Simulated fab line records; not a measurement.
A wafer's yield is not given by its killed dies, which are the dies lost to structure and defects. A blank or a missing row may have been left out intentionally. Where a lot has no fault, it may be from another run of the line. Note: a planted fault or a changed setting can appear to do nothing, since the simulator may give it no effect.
Chamber matching :: flow nandHarc :: 4 sister chambers for NHARC_A_M0_ETCH_34 on rieDiel-01
The step etches the open film in N2/H2, target depth 40 nm, overetch 12 nm, time 43.94 s. 22 wafers are shown with their chamber, then 11 later ones without.

== EACH WAFER AND ITS CHAMBER ==
wafer: L075.1
chamber: 2
rfVppV (V): 430.5
oesProductAu (a.u.): 0.984
throttleValvePct (%): 14.166

wafer: L075.2
chamber: 0
rfVppV (V): 434.1
oesProductAu (a.u.): 0.997
throttleValvePct (%): 14.188

wafer: L075.3
chamber: 1
rfVppV (V): 431.0
oesProductAu (a.u.): 1.008
throttleValvePct (%): 14.163

wafer: L075.4
chamber: 3
rfVppV (V): 432.9
oesProductAu (a.u.): 1.018
throttleValvePct (%): 14.163

wafer: L075.5
chamber: 2
rfVppV (V): 432.6
oesProductAu (a.u.): 0.990
throttleValvePct (%): 14.158

wafer: L075.6
chamber: 3
rfVppV (V): 431.5
oesProductAu (a.u.): 1.003
throttleValvePct (%): 14.165

wafer: L083.1
chamber: 2
rfVppV (V): 430.4
oesProductAu (a.u.): 0.993
throttleValvePct (%): 14.181

wafer: L083.3
chamber: 1
rfVppV (V): 431.8
oesProductAu (a.u.): 1.017
throttleValvePct (%): 14.169

wafer: L083.4
chamber: 3
rfVppV (V): 431.8
oesProductAu (a.u.): 1.008
throttleValvePct (%): 14.170

wafer: L084.1
chamber: 1
rfVppV (V): 432.9
oesProductAu (a.u.): 1.007
throttleValvePct (%): 14.164

wafer: L084.2
chamber: 3
rfVppV (V): 432.7
oesProductAu (a.u.): 0.998
throttleValvePct (%): 14.176

wafer: L084.4
chamber: 2
rfVppV (V): 430.5
oesProductAu (a.u.): 0.993
throttleValvePct (%): 14.166

wafer: L084.3
chamber: 0
rfVppV (V): 435.0
oesProductAu (a.u.): 0.998
throttleValvePct (%): 14.147

wafer: L084.5
chamber: 2
rfVppV (V): 430.8
oesProductAu (a.u.): 0.992
throttleValvePct (%): 14.177

wafer: L084.6
chamber: 3
rfVppV (V): 431.1
oesProductAu (a.u.): 0.994
throttleValvePct (%): 14.180

wafer: L086.1
chamber: 2
rfVppV (V): 430.6
oesProductAu (a.u.): 0.978
throttleValvePct (%): 14.171

wafer: L086.5
chamber: 1
rfVppV (V): 432.4
oesProductAu (a.u.): 1.010
throttleValvePct (%): 14.165

wafer: L086.6
chamber: 0
rfVppV (V): 434.6
oesProductAu (a.u.): 0.976
throttleValvePct (%): 14.146

wafer: L089.3
chamber: 2
rfVppV (V): 431.2
oesProductAu (a.u.): 0.991
throttleValvePct (%): 14.164

wafer: L089.5
chamber: 3
rfVppV (V): 433.6
oesProductAu (a.u.): 1.006
throttleValvePct (%): 14.172

wafer: L089.6
chamber: 2
rfVppV (V): 429.4
oesProductAu (a.u.): 0.986
throttleValvePct (%): 14.178

wafer: L091.3
chamber: 0
rfVppV (V): 434.0
oesProductAu (a.u.): 0.992
throttleValvePct (%): 14.159

SIGNATURES, as means of the wafers listed above
reading: rfVppV
chamber 0: 434.425
chamber 1: 432.025
chamber 2: 430.750
chamber 3: 432.267
scatter within a chamber: 0.847

reading: oesProductAu
chamber 0: 0.99075
chamber 1: 1.01050
chamber 2: 0.98838
chamber 3: 1.00450
scatter within a chamber: 0.00715

reading: throttleValvePct
chamber 0: 14.16000
chamber 1: 14.16525
chamber 2: 14.17013
chamber 3: 14.17100
scatter within a chamber: 0.0101
Rule: a wafer's distance from a chamber is the root of the sum, over the readings, of the square of ((its reading less the chamber's mean) divided by the reading's scatter). The wafer belongs to the nearest chamber; if the next one is less than 2 further off, it can't be placed. The scatter is the square root of a quotient: the sum, over the shown wafers, of each reading's squared deviation from its chamber's mean, divided by wafers minus chambers.

== WAFERS MISSING THEIR CHAMBER ==
wafer: L091.5
rfVppV (V): 431.0
oesProductAu (a.u.): 1.001
throttleValvePct (%): 14.173

wafer: L091.6
rfVppV (V): 430.8
oesProductAu (a.u.): 0.990
throttleValvePct (%): 14.167

wafer: L093.1
rfVppV (V): 433.3
oesProductAu (a.u.): 0.986
throttleValvePct (%): 14.174

wafer: L093.2
rfVppV (V): 432.6
oesProductAu (a.u.): 0.995
throttleValvePct (%): 14.177

wafer: L093.3
rfVppV (V): 432.0
oesProductAu (a.u.): 1.013
throttleValvePct (%): 14.167

wafer: L093.4
rfVppV (V): 430.8
oesProductAu (a.u.): 0.991
throttleValvePct (%): 14.162

wafer: L093.5
rfVppV (V): 433.0
oesProductAu (a.u.): 0.995
throttleValvePct (%): 14.170

wafer: L093.6
rfVppV (V): 434.4
oesProductAu (a.u.): 1.003
throttleValvePct (%): 14.166

wafer: L095.2
rfVppV (V): 431.4
oesProductAu (a.u.): 0.994
throttleValvePct (%): 14.167

wafer: L095.3
rfVppV (V): 431.0
oesProductAu (a.u.): 1.008
throttleValvePct (%): 14.180

wafer: L095.5
rfVppV (V): 434.6
oesProductAu (a.u.): 0.992
throttleValvePct (%): 14.164

== WHICH CHAMBER EACH ONE RAN IN ==
wafer: L091.5
from the rows above: can't be placed: 3 or 2 or 1
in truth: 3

wafer: L091.6
from the rows above: 2
in truth: 2

wafer: L093.1
from the rows above: can't be placed: 0 or 3 or 2 or 1
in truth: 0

wafer: L093.2
from the rows above: can't be placed: 3 or 2 or 1 or 0
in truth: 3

wafer: L093.3
from the rows above: can't be placed: 1 or 3
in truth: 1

wafer: L093.4
from the rows above: can't be placed: 2 or 3
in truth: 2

wafer: L093.5
from the rows above: can't be placed: 3 or 0 or 1 or 2
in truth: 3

wafer: L093.6
from the rows above: can't be placed: 0 or 3 or 1
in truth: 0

wafer: L095.2
from the rows above: can't be placed: 2 or 3 or 1
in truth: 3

wafer: L095.3
from the rows above: can't be placed: 3 or 1 or 2
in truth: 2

wafer: L095.5
from the rows above: 0
in truth: 0
2 of 11 placed correctly. Can't be placed from these rows: 9 (the true chamber is among the candidates in 9). 0 placed wrongly.
